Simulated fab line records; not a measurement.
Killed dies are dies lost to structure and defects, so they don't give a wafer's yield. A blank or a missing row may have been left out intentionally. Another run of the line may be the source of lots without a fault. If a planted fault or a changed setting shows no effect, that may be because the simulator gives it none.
fab line records || flow n5-finfet
[record] {"lots": 7, "wafers": 39}
route steps=1938 shown MOL_CONTACT_COAG@538
start-h: start of the lot's first displayed wafer, in hours after the record's first day || wait-h: hours from the lot's prior step to this one || " identical to the entry in the row above || L1.1+2: several wafers, shown together as one row || - either no value or no given start || * or withheld: withheld || < > ~ a bound
route shown NAME@n: NAME is a module with steps in the file, n the number in the route of the first one || usual: mean/standard deviation taken from wafers without a fault || same: alike in all rows || chamber/n: place in a boat || sites: the reading at each site || _std_site: the values' standard deviation || _edge_site: the outer-site mean with the inner-site mean subtracted || radius-mm: for every site, how far away it sits from the centre of the wafer || mask NAME#n: copy n || behind: tool/chamber where the wafer was last shaped || hold: why the lot went on hold/how many hours it stayed there/how the hold came to an end || device: the transistor (n, p or np) that didn't switch || end of line: the tests these same wafers got at the end of their route || a step without rows: its recipe alone || killed: dies that structure and defects cost at the first sort, which is not the same as the wafer's yield || map: the dies of a wafer, with x for killed, . for not killed, _ for no die there
set.NAME: the setting the step ran with; set.NAME@STEP: the setting that earlier step ran with || model.NAME: the simulator's own value behind a step, which no gauge read
lots whose settings were changed on purpose; a table a step, a row a wafer
[[steps]]
[step N5_MOL_CONTACT_COAG_ETCH_110]
[recipe] {"chemistry": "CF4/O2", "target": "Si", "target-depth-a": 25, "time-s": 8, "pressure-mtorr": 100, "source-w": 200, "bias-w": 12, "ion-energy-ev": 60, "Ar_flow_sccm": 100, "cf4-flow-sccm": 100, "O2_flow_sccm": 10}
[usual] {"rf-vpp-V": "127.7/1.7"}
{"lot.wafer": "L075.2", "tool": "rie-diel-01", "chamber": 0, "start-h": 100.69, "wait-h": 0.0, "set.source-w": 200, "rf-vpp-V": 129.6, "model.etch.depth-nm": 2.511}
{"lot.wafer": "L075.4", "tool": "rie-diel-01", "chamber": 2, "start-h": 100.69, "wait-h": 0.0, "set.source-w": 200, "rf-vpp-V": 129.5, "model.etch.depth-nm": 2.493}
{"lot.wafer": "L075.5", "tool": "rie-diel-01", "chamber": 0, "start-h": 100.69, "wait-h": 0.0, "set.source-w": 200, "rf-vpp-V": 129.6, "model.etch.depth-nm": 2.525}
{"lot.wafer": "L076.1", "tool": "rie-diel-01", "chamber": 3, "start-h": 101.60, "wait-h": 0.0, "set.source-w": 161.8, "rf-vpp-V": 144.6, "model.etch.depth-nm": 2.148}
{"lot.wafer": "L076.2", "tool": "rie-diel-01", "chamber": 1, "start-h": 101.60, "wait-h": 0.0, "set.source-w": 200, "rf-vpp-V": 127.2, "model.etch.depth-nm": 2.539}
{"lot.wafer": "L076.3", "tool": "rie-diel-01", "chamber": 0, "start-h": 101.60, "wait-h": 0.0, "set.source-w": 200, "rf-vpp-V": 129.0, "model.etch.depth-nm": 2.509}
{"lot.wafer": "L076.4", "tool": "rie-diel-01", "chamber": 2, "start-h": 101.60, "wait-h": 0.0, "set.source-w": 161.8, "rf-vpp-V": 149.5, "model.etch.depth-nm": 2.087}
{"lot.wafer": "L076.5", "tool": "rie-diel-01", "chamber": 1, "start-h": 101.60, "wait-h": 0.0, "set.source-w": 200, "rf-vpp-V": 126.8, "model.etch.depth-nm": 2.559}
{"lot.wafer": "L076.6", "tool": "rie-diel-01", "chamber": 0, "start-h": 101.60, "wait-h": 0.0, "set.source-w": 161.8, "rf-vpp-V": 146.9, "model.etch.depth-nm": 2.123}
{"lot.wafer": "L077.1", "tool": "rie-diel-01", "chamber": 2, "start-h": 106.64, "wait-h": 0.0, "set.source-w": 200, "rf-vpp-V": 129.6, "model.etch.depth-nm": 2.474}
{"lot.wafer": "L077.2", "tool": "rie-diel-01", "chamber": 3, "start-h": 106.64, "wait-h": 0.0, "set.source-w": 200, "rf-vpp-V": 125.6, "model.etch.depth-nm": 2.534}
{"lot.wafer": "L077.3", "tool": "rie-diel-01", "chamber": 0, "start-h": 106.64, "wait-h": 0.0, "set.source-w": 170.6, "rf-vpp-V": 142.0, "model.etch.depth-nm": 2.174}
{"lot.wafer": "L077.4", "tool": "rie-diel-01", "chamber": 1, "start-h": 106.64, "wait-h": 0.0, "set.source-w": 200, "rf-vpp-V": 126.0, "model.etch.depth-nm": 2.525}
{"lot.wafer": "L077.5", "tool": "rie-diel-01", "chamber": 1, "start-h": 106.64, "wait-h": 0.0, "set.source-w": 170.6, "rf-vpp-V": 139.5, "model.etch.depth-nm": 2.191}
{"lot.wafer": "L077.6", "tool": "rie-diel-01", "chamber": 0, "start-h": 106.64, "wait-h": 0.0, "set.source-w": 170.6, "rf-vpp-V": 143.1, "model.etch.depth-nm": 2.164}
{"lot.wafer": "L084.1", "tool": "rie-diel-05", "chamber": 0, "start-h": 147.93, "wait-h": 0.0, "set.source-w": 200, "rf-vpp-V": 130.9, "model.etch.depth-nm": 2.478}
{"lot.wafer": "L084.2", "tool": "rie-diel-05", "chamber": 1, "start-h": 147.93, "wait-h": 0.0, "set.source-w": 237.4, "rf-vpp-V": 111.6, "model.etch.depth-nm": 2.931}
{"lot.wafer": "L084.3", "tool": "rie-diel-05", "chamber": 3, "start-h": 147.93, "wait-h": 0.0, "set.source-w": 237.4, "rf-vpp-V": 114.5, "model.etch.depth-nm": 2.913}
{"lot.wafer": "L084.4", "tool": "rie-diel-05", "chamber": 1, "start-h": 147.93, "wait-h": 0.0, "set.source-w": 200, "rf-vpp-V": 127.1, "model.etch.depth-nm": 2.498}
{"lot.wafer": "L084.5", "tool": "rie-diel-05", "chamber": 3, "start-h": 147.93, "wait-h": 0.0, "set.source-w": 200, "rf-vpp-V": 127.5, "model.etch.depth-nm": 2.523}
{"lot.wafer": "L084.6", "tool": "rie-diel-05", "chamber": 0, "start-h": 147.93, "wait-h": 0.0, "set.source-w": 237.4, "rf-vpp-V": 115.9, "model.etch.depth-nm": 2.858}
{"lot.wafer": "L085.1", "tool": "rie-diel-01", "chamber": 1, "start-h": 155.04, "wait-h": 0.0, "set.source-w": 177.8, "rf-vpp-V": 136.1, "model.etch.depth-nm": 2.265}
{"lot.wafer": "L085.2", "tool": "rie-diel-01", "chamber": 0, "start-h": 155.04, "wait-h": 0.0, "set.source-w": 200, "rf-vpp-V": 126.9, "model.etch.depth-nm": 2.493}
{"lot.wafer": "L085.3", "tool": "rie-diel-01", "chamber": 2, "start-h": 155.04, "wait-h": 0.0, "set.source-w": 200, "rf-vpp-V": 132.0, "model.etch.depth-nm": 2.465}
{"lot.wafer": "L085.4", "tool": "rie-diel-01", "chamber": 3, "start-h": 155.04, "wait-h": 0.0, "set.source-w": 177.8, "rf-vpp-V": 133.4, "model.etch.depth-nm": 2.296}
{"lot.wafer": "L085.5", "tool": "rie-diel-01", "chamber": 1, "start-h": 155.04, "wait-h": 0.0, "set.source-w": 200, "rf-vpp-V": 125.0, "model.etch.depth-nm": 2.531}
{"lot.wafer": "L085.6", "tool": "rie-diel-01", "chamber": 0, "start-h": 155.04, "wait-h": 0.0, "set.source-w": 177.8, "rf-vpp-V": 139.9, "model.etch.depth-nm": 2.262}
{"lot.wafer": "L090.1", "tool": "rie-diel-04", "chamber": 2, "start-h": 183.00, "wait-h": 0.1, "set.source-w": 200, "rf-vpp-V": 125.9, "model.etch.depth-nm": 2.446}
{"lot.wafer": "L090.2", "tool": "rie-diel-04", "chamber": 3, "start-h": 183.00, "wait-h": 0.1, "set.source-w": 200, "rf-vpp-V": 129.5, "model.etch.depth-nm": 2.555}
{"lot.wafer": "L090.3", "tool": "rie-diel-04", "chamber": 2, "start-h": 183.00, "wait-h": 0.1, "set.source-w": 176.5, "rf-vpp-V": 135.8, "model.etch.depth-nm": 2.218}
{"lot.wafer": "L090.4", "tool": "rie-diel-04", "chamber": 3, "start-h": 183.00, "wait-h": 0.1, "set.source-w": 176.5, "rf-vpp-V": 137.9, "model.etch.depth-nm": 2.272}
{"lot.wafer": "L090.5", "tool": "rie-diel-04", "chamber": 2, "start-h": 183.00, "wait-h": 0.1, "set.source-w": 200, "rf-vpp-V": 125.9, "model.etch.depth-nm": 2.46}
{"lot.wafer": "L090.6", "tool": "rie-diel-04", "chamber": 3, "start-h": 183.00, "wait-h": 0.1, "set.source-w": 176.5, "rf-vpp-V": 139.9, "model.etch.depth-nm": 2.275}
{"lot.wafer": "L095.1", "tool": "rie-diel-04", "chamber": 2, "start-h": 222.23, "wait-h": 0.0, "set.source-w": 232.6, "rf-vpp-V": 116.1, "model.etch.depth-nm": 2.799}
{"lot.wafer": "L095.2", "tool": "rie-diel-04", "chamber": 3, "start-h": 222.23, "wait-h": 0.0, "set.source-w": 200, "rf-vpp-V": 129.6, "model.etch.depth-nm": 2.541}
{"lot.wafer": "L095.3", "tool": "rie-diel-04", "chamber": 1, "start-h": 222.23, "wait-h": 0.0, "set.source-w": 200, "rf-vpp-V": 128.3, "model.etch.depth-nm": 2.552}
{"lot.wafer": "L095.4", "tool": "rie-diel-04", "chamber": 1, "start-h": 222.23, "wait-h": 0.0, "set.source-w": 232.6, "rf-vpp-V": 117.0, "model.etch.depth-nm": 2.91}
{"lot.wafer": "L095.5", "tool": "rie-diel-04", "chamber": 3, "start-h": 222.23, "wait-h": 0.0, "set.source-w": 200, "rf-vpp-V": 130.1, "model.etch.depth-nm": 2.546}
{"lot.wafer": "L095.6", "tool": "rie-diel-04", "chamber": 2, "start-h": 222.23, "wait-h": 0.0, "set.source-w": 232.6, "rf-vpp-V": 116.0, "model.etch.depth-nm": 2.802}
[[key]]
[split] {"step": "N5_MOL_CONTACT_COAG_ETCH_110", "setting": "source-w", "stated": 200, "by": "wafer"}
[response] {"step": "N5_MOL_CONTACT_COAG_ETCH_110", "reading": "rf-vpp-V", "change": -0.881, "per": "1%", "r": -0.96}
[response] {"step": "N5_MOL_CONTACT_COAG_ETCH_110", "reading": "model.etch.depth-nm", "change": "+0.0208", "per": "1%", "r": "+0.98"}
